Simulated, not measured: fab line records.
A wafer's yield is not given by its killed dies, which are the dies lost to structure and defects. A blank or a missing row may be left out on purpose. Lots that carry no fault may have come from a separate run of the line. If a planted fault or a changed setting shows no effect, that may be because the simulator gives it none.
Code-filled problem report in 8D (eight disciplines) form -- flow n5Finfet -- the parts of the form that need people (team, actions taken, sign-off) are left out

1. WHAT WENT WRONG
At N5_BEOL_M8_INSPECT_58, rawDefectCount averages 1036 over 6 wafers from 2 lots, while fault-free wafers read 69, standard deviation 20. That puts it +48 standard deviations away from the usual mean.
The step: inspects for defects (darkfield).
First observed at day 13 16:58: wafer L768.2, on defectInspect-02. The record holds 30 wafers of 10 lots with a number at this step. Rule for "out" (also "out of limits"): further than 4 standard deviations from the usual mean. Any other wafer with a number is counted as sound.

2. WHAT IT IS; WHAT IT IS NOT
question,is,is not
which readings at this step,rawDefectCount,-
which lots,"L767, L768","L756, L760, L761, L763, L764, L774, L775, L777"
which wafers of those lots,all that have a number,-
read on which gauges,defectInspect-02,defectInspect-01
when,from day 13 16:58,"up to then (15 sound wafers); but 9 sound wafers of L774, L775, L777 came after"

3. SUSPECTS, AND WHAT RULES EACH OUT
Counting: a tool at any process step up to the reading remains a suspect when it ran all the lots that are out and ran no sound lot after the first of those.
- the gauge at N5_BEOL_M8_INSPECT_58 has been ruled out. All the wafers that are out were read on defectInspect-02, but those of them that N5_PASSIVATION_PROBE_49 has rows for are out there too, on other tools.
- pecvd-01 at N5_BEOL_M8_DEP_56 (deposits SiCN from 3MS/NH3, target thk 10 nm, time 17.5 s): kept. It processed each lot that is out, first L768 at day 13 16:53, and no sound lot thereafter; up to then, the last sound lot it processed was L764 at day 12 09:35.
After counting, what remains is pecvd-01 at N5_BEOL_M8_DEP_56.

4. THE CAUSE (what the simulator had put in)
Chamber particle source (pecvd-01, N5_BEOL_M8_DEP_56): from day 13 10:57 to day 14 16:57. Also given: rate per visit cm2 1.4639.
After counting, this tool was the only one left.

5. THE CHAIN OF EFFECTS, in route order
One row per reading whose mean, taken over the struck wafers that have a number, lies over 3 standard deviations from the usual. Readings are gone through only where the record gives a usual standard deviation; hours: the median, over the lots, of the time from a lot's start at the first step in this table giving one to that lot's start at this step; sigmas: the change measured in usual standard deviations.
hours,step,reading,usual,on struck wafers,change,sigmas
0,N5_BEOL_M8_INSPECT_58,rawDefectCount,69,1036,+967,+48
2,N5_BEOL_M9_INSPECT_13,rawDefectCount,404,1308,+904,+12
65,N5_PASSIVATION_PROBE_49,defectLimitedYield,91.4 %,81.3,-10.1,-6.8
65,N5_PASSIVATION_PROBE_49,killed_at_M4_up,13,153,+140,+24
65,N5_PASSIVATION_PROBE_49,killedDies,101,221,+120,+6.7
65,N5_PASSIVATION_PROBE_49,sort_bin_5_function,5.0 %,11.1,+6.1,+6.1
65,N5_PASSIVATION_PROBE_49,sortNPass,1079,959,-120,-6.7
65,N5_PASSIVATION_PROBE_49,sortYieldPct,91.4 %,81.2,-10.2,-6.8
The process steps in it:
- N5_PASSIVATION_PROBE_49

6. WHAT WOULD HAVE CAUGHT IT SOONER
The first out-of-limits reading at a measuring or inspecting step in this record came at day 13 16:58, 6 hours after the fault's start at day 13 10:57.
Tool readings at N5_BEOL_M8_DEP_56 with a usual standard deviation given in the record: none out on any struck wafer, hence no alarm at a limit of 4 standard deviations on them.
Lots out: 2; of these, L767 started N5_BEOL_M8_DEP_56 on pecvd-01 after day 13 16:58. Had the tool been put on hold then, it would have been spared.
